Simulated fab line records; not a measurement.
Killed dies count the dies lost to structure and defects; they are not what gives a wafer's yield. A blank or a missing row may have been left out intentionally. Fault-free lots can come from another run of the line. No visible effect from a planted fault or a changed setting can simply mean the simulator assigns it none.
fab line records ; flow nand_harc
record lots=6; wafers=18; last_day=32
route steps=1302 shown A_ONON_D1@424 END@1302
lots that met no fault: taken from a fault-free run of the same line
start_h: the number of hours between the record's first day and the start of the first shown wafer of the lot ; wait_h: hours since the lot's step before ; " as in the row above ; L1.1+2: a row that stands for several wafers ; - no value present, or no start provided ; * or withheld: withheld ; < > ~ a bound
route shown NAME@n: a module of which the file shows steps, and the number in the route of the first ; usual: average and standard deviation across the fault-free wafers ; same: alike in all rows ; chamber/n: place in a boat ; sites: each site's reading ; _std_site: the standard deviation of these ; _edge_site: the outer-site mean with the inner-site mean subtracted ; radius_mm: how far each site lies from the wafer's centre ; mask NAME#n: copy n ; behind: the most recent tool/chamber to have shaped the wafer ; hold: cause of the lot's hold/its duration in hours/its outcome ; device: whichever transistor did not switch (one of n, p or np) ; end of line: tests run on the same wafers once the route is complete ; a step with no rows: only its recipe ; killed: dies lost to structure and defects at the first sort, not the wafer's yield ; map: per-die view of a wafer (x killed, . not killed, _ where there is no die)
set.NAME: the setting the step ran with; set.NAME@STEP: the setting that earlier step ran with ; model.NAME: the simulator's own value behind a step, which no gauge read
certain route steps with their lots: each step a table, each wafer a row
services: the hour from which a tool's chamber was out of use, counted from the record's first day as start_h (under 0 if before that day), plus the number of hours and why
## steps
# step NHARC_A_ONON_D1_DEP_00
# recipe target_thk_a=10000; n2_flow_sccm=2750; n2o_flow_sccm=2000; nh3_flow_sccm=500; sih4_flow_sccm=210; temp_c=400
# step NHARC_A_ONON_D1_THK_MEAS_02
# recipe thk_meas_gauge=ellipsometry
# usual thk_nm=998/10
lot.wafer;tool;chamber;start_h;wait_h;thk_nm
L903.2;film_metro-02;-;163.35;-;1003
L903.3;film_metro-02;-;163.35;-;1004
L903.6;film_metro-02;-;163.35;-;1002
L914.1;film_metro-02;-;275.26;-;993
L914.4;film_metro-02;-;275.26;-;993
L914.5;film_metro-02;-;275.26;-;994
L920.1;film_metro-01;-;344.53;-;991
L920.2;film_metro-01;-;344.53;-;991
L920.3;film_metro-01;-;344.53;-;991
L921.1;film_metro-02;-;348.33;-;974
L921.2;film_metro-02;-;348.33;-;976
L921.5;film_metro-02;-;348.33;-;976
L923.1;film_metro-01;-;368.55;-;1000
L923.4;film_metro-01;-;368.55;-;1002
L923.5;film_metro-01;-;368.55;-;999
L925.1;film_metro-01;-;382.56;-;995
L925.3;film_metro-01;-;382.56;-;996
L925.6;film_metro-01;-;382.56;-;997
# step NHARC_A_ONON_D1_DEP_03
# recipe target_thk_a=10000; n2_flow_sccm=2750; n2o_flow_sccm=2000; nh3_flow_sccm=500; sih4_flow_sccm=210; temp_c=400
# step NHARC_A_ONON_D1_THK_MEAS_05
# recipe thk_meas_gauge=ellipsometry
# usual thk_nm=1000/11
lot.wafer;tool;chamber;start_h;wait_h;thk_nm
L903.2;film_metro-01;-;163.93;-;1008
L903.3;film_metro-01;-;163.93;-;1005
L903.6;film_metro-01;-;163.93;-;1006
L914.1;film_metro-02;-;275.96;-;1016
L914.4;film_metro-02;-;275.96;-;1015
L914.5;film_metro-02;-;275.96;-;1014
L920.1;film_metro-01;-;345.10;-;1007
L920.2;film_metro-01;-;345.10;-;1008
L920.3;film_metro-01;-;345.10;-;1006
L921.1;film_metro-02;-;348.90;-;1010
L921.2;film_metro-02;-;348.90;-;1010
L921.5;film_metro-02;-;348.90;-;1011
L923.1;film_metro-01;-;369.12;-;1001
L923.4;film_metro-01;-;369.12;-;1000
L923.5;film_metro-01;-;369.12;-;1002
L925.1;film_metro-02;-;383.12;-;1005
L925.3;film_metro-02;-;383.12;-;1006
L925.6;film_metro-02;-;383.12;-;1007
# step NHARC_A_ONON_D1_DEP_06
# recipe target_thk_a=10000; n2_flow_sccm=2750; n2o_flow_sccm=2000; nh3_flow_sccm=500; sih4_flow_sccm=210; temp_c=400
# step NHARC_A_ONON_D1_THK_MEAS_08
# recipe thk_meas_gauge=ellipsometry
# usual thk_nm=1000/10
lot.wafer;tool;chamber;start_h;wait_h;thk_nm
L903.2;film_metro-02;-;164.49;-;983
L903.3;film_metro-02;-;164.49;-;985
L903.6;film_metro-02;-;164.49;-;986
L914.1;film_metro-02;-;276.66;-;1022
L914.4;film_metro-02;-;276.66;-;1020
L914.5;film_metro-02;-;276.66;-;1021
L920.1;film_metro-02;-;345.66;-;1015
L920.2;film_metro-02;-;345.66;-;1016
L920.3;film_metro-02;-;345.66;-;1015
L921.1;film_metro-02;-;349.47;-;999
L921.2;film_metro-02;-;349.47;-;997
L921.5;film_metro-02;-;349.47;-;998
L923.1;film_metro-02;-;369.69;-;992
L923.4;film_metro-02;-;369.69;-;991
L923.5;film_metro-02;-;369.69;-;992
L925.1;film_metro-02;-;383.68;-;998
L925.3;film_metro-02;-;383.68;-;1000
L925.6;film_metro-02;-;383.68;-;1001
# step NHARC_A_ONON_D1_DEP_09
# recipe target_thk_a=10000; n2_flow_sccm=2750; n2o_flow_sccm=2000; nh3_flow_sccm=500; sih4_flow_sccm=210; temp_c=400
# step NHARC_A_ONON_D1_THK_MEAS_11
# recipe thk_meas_gauge=ellipsometry
# usual thk_nm=996/9.6
lot.wafer;tool;chamber;start_h;wait_h;thk_nm
L903.2;film_metro-01;-;165.06;-;995
L903.3;film_metro-01;-;165.06;-;995
L903.6;film_metro-01;-;165.06;-;994
L914.1;film_metro-01;-;277.36;-;996
L914.4;film_metro-01;-;277.36;-;997
L914.5;film_metro-01;-;277.36;-;996
L920.1;film_metro-01;-;346.23;-;997
L920.2;film_metro-01;-;346.23;-;997
L920.3;film_metro-01;-;346.23;-;998
L921.1;film_metro-01;-;350.03;-;996
L921.2;film_metro-01;-;350.03;-;997
L921.5;film_metro-01;-;350.03;-;996
L923.1;film_metro-01;-;370.39;-;987
L923.4;film_metro-01;-;370.39;-;989
L923.5;film_metro-01;-;370.39;-;986
L925.1;film_metro-02;-;384.26;-;984
L925.3;film_metro-02;-;384.26;-;983
L925.6;film_metro-02;-;384.26;-;984
# step NHARC_A_ONON_D1_DEP_12
# recipe target_thk_a=10000; n2_flow_sccm=2750; n2o_flow_sccm=2000; nh3_flow_sccm=500; sih4_flow_sccm=210; temp_c=400
# step NHARC_A_ONON_D1_THK_MEAS_14
# recipe thk_meas_gauge=ellipsometry
# usual thk_nm=1000/11
lot.wafer;tool;chamber;start_h;wait_h;thk_nm
L903.2;film_metro-02;-;165.63;-;983
L903.3;film_metro-02;-;165.63;-;982
L903.6;film_metro-02;-;165.63;-;981
L914.1;film_metro-02;-;277.92;-;984
L914.4;film_metro-02;-;277.92;-;984
L914.5;film_metro-02;-;277.92;-;983
L920.1;film_metro-01;-;346.79;-;1011
L920.2;film_metro-01;-;346.79;-;1012
L920.3;film_metro-01;-;346.79;-;1012
L921.1;film_metro-01;-;350.60;-;1012
L921.2;film_metro-01;-;350.60;-;1011
L921.5;film_metro-01;-;350.60;-;1011
L923.1;film_metro-01;-;370.96;-;991
L923.4;film_metro-01;-;370.96;-;990
L923.5;film_metro-01;-;370.96;-;991
L925.1;film_metro-01;-;384.82;-;1002
L925.3;film_metro-01;-;384.82;-;1004
L925.6;film_metro-01;-;384.82;-;1003
# step NHARC_A_ONON_D1_ANNEAL_15
# recipe temp_c=750; time_s=3600
# step NHARC_A_ONON_D1_DEP_16
# recipe target_thk_a=10000; n2_flow_sccm=2750; n2o_flow_sccm=2000; nh3_flow_sccm=500; sih4_flow_sccm=210; temp_c=400
lot.wafer;tool;chamber;start_h;wait_h
L903.2+3+6;pecvd_onon-02;0;175.64;0.1
L914.1+4+5;pecvd_onon-01;0;285.25;0.1
L920.1+2+3;pecvd_onon-02;0;354.09;0.1
L921.1+2+5;pecvd_onon-03;0;357.88;0.1
L923.1+4+5;pecvd_onon-03;0;378.18;0.1
L925.1+3+6;pecvd_onon-02;0;393.36;0.1
# step NHARC_A_ONON_D1_THK_MEAS_18
# recipe thk_meas_gauge=ellipsometry
# usual thk_nm=1002/7
lot.wafer;tool;chamber;start_h;wait_h;hold;thk_nm
L903.2;film_metro-02;-;176.10;-;-;1004
L903.3;film_metro-02;-;176.10;-;-;1003
L903.6;film_metro-02;-;176.10;-;-;1000
L914.1;film_metro-02;-;285.75;-;-;985
L914.4;film_metro-02;-;285.75;-;-;984
L914.5;film_metro-02;-;285.75;-;-;985
L920.1;film_metro-02;-;354.60;-;await_dispo/0.2h/release;1457
L920.2;film_metro-02;-;354.60;-;await_dispo/0.2h/release;1460
L920.3;film_metro-02;-;354.60;-;await_dispo/0.2h/release;1461
L920.1;film_metro-02;-;354.77;0.2;-;1460
L920.2;film_metro-02;-;354.77;0.2;-;1460
L920.3;film_metro-02;-;354.77;0.2;-;1459
L921.1;film_metro-02;-;358.40;-;-;1005
L921.2;film_metro-02;-;358.40;-;-;1003
L921.5;film_metro-02;-;358.40;-;-;1005
L923.1;film_metro-02;-;378.69;-;-;998
L923.4;film_metro-02;-;378.69;-;-;997
L923.5;film_metro-02;-;378.69;-;-;996
L925.1;film_metro-02;-;393.87;-;await_dispo/0.2h/release;1448
L925.3;film_metro-02;-;393.87;-;await_dispo/0.2h/release;1447
L925.6;film_metro-02;-;393.87;-;await_dispo/0.2h/release;1448
L925.1;film_metro-02;-;394.05;0.2;-;1449
L925.3;film_metro-02;-;394.05;0.2;-;1447
L925.6;film_metro-02;-;394.05;0.2;-;1450
# step NHARC_END_SORT_01
# recipe temp_c=25
# usual defect_limited_yield=90.6/2.6; killed_at_array=58/18; killed_at_other=1.0/1.5; killed_at_periphery=4/3.1; killed_dies=64/18; killed_open=3.4/1.9; killed_short=2.7/1.7
# same gross_dies=677
lot.wafer;tool;chamber;start_h;wait_h;defect_limited_yield[%];killed_at_array;killed_at_other;killed_at_periphery;killed_dies;killed_open;killed_short
L914.4;prober-02;0;672.96;3.4;93.2;45;1;0;46;1;1
L921.1;prober-02;0;747.84;2.5;87.0;85;1;2;88;3;4
L921.2;prober-02;0;748.64;2.8;85.2;97;1;2;100;1;6
L921.5;prober-02;0;751.05;3.7;85.7;93;1;3;97;6;3
# killed by level:class
L914.4 A_SLIT:chamber_film_flake=22 A_CHANNEL_HOLE_D2:chamber_film_flake=10 A_CHANNEL_HOLE_D1:chamber_film_flake=4 A_STAIRCASE:chamber_film_flake=3 A_CONTACT:chamber_film_flake=2 A_SGD_CUT:geometric_particle:short=1 A_CONTACT:geometric_particle:open=1 A_WL_FILL:chamber_film_flake=1
L921.1 A_SLIT:chamber_film_flake=30 A_CHANNEL_HOLE_D1:chamber_film_flake=29 A_CHANNEL_HOLE_D2:chamber_film_flake=14 A_WL_FILL:geometric_particle:short=2 A_CHANNEL_FILL_D2:chamber_film_flake=2 A_WL_FILL:chamber_film_flake=2 P_CONTACT:geometric_particle:short=1 P_M2:geometric_particle:open=1
L921.2 A_CHANNEL_HOLE_D1:chamber_film_flake=38 A_SLIT:chamber_film_flake=25 A_CHANNEL_HOLE_D2:chamber_film_flake=20 A_CONTACT:chamber_film_flake=3 A_STAIRCASE:chamber_film_flake=3 A_WL_FILL:chamber_film_flake=2 P_M0:geometric_particle:short=1 A_CHANNEL_HOLE_D1:geometric_particle:short=1
L921.5 A_CHANNEL_HOLE_D1:chamber_film_flake=35 A_SLIT:chamber_film_flake=27 A_CHANNEL_HOLE_D2:chamber_film_flake=19 A_CHANNEL_FILL_D1:geometric_particle:open=2 A_CONTACT:chamber_film_flake=2 P_CONTACT:geometric_particle:open=1 A_CHANNEL_FILL_D1:geometric_particle:short=1 A_DECK1_JOINT:geometric_particle:short=1
## services
tool;chamber;start_h;hours;kind
pecvd_onon-02;-;185.00;13.0;pm
pecvd_onon-03;-;227.00;13.0;pm
pecvd_onon-01;-;269.11;13.0;pm
pecvd_onon-03;-;365.51;4.5;repair
pecvd_onon-02;-;366.00;13.0;pm
## key
first_sign step=NHARC_A_ONON_D1_THK_MEAS_18; reading=visit; direction=added
effect step=NHARC_A_ONON_D1_THK_MEAS_18; reading=thk_nm; direction=up; sigmas=64; usual=1002; struck=1453
met_at NHARC_A_ONON_D1_DEP_16
struck_wafers L920.1,L920.2,L920.3,L925.1,L925.3,L925.6
scrapped_behind NHARC_A_ONON_D1_THK_MEAS_18 L920.1,L920.2,L920.3,L925.1,L925.3,L925.6
onset_between 175.64 354.09
fault kind=process_parameter_drift; tool=pecvd_onon-02; chamber=0; onset_h=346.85; steps=NHARC_A_ONON_D1_DEP_16; channel=target_thk_a; offset=*; shape=step; end_h=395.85; acts_in=*; stated=*
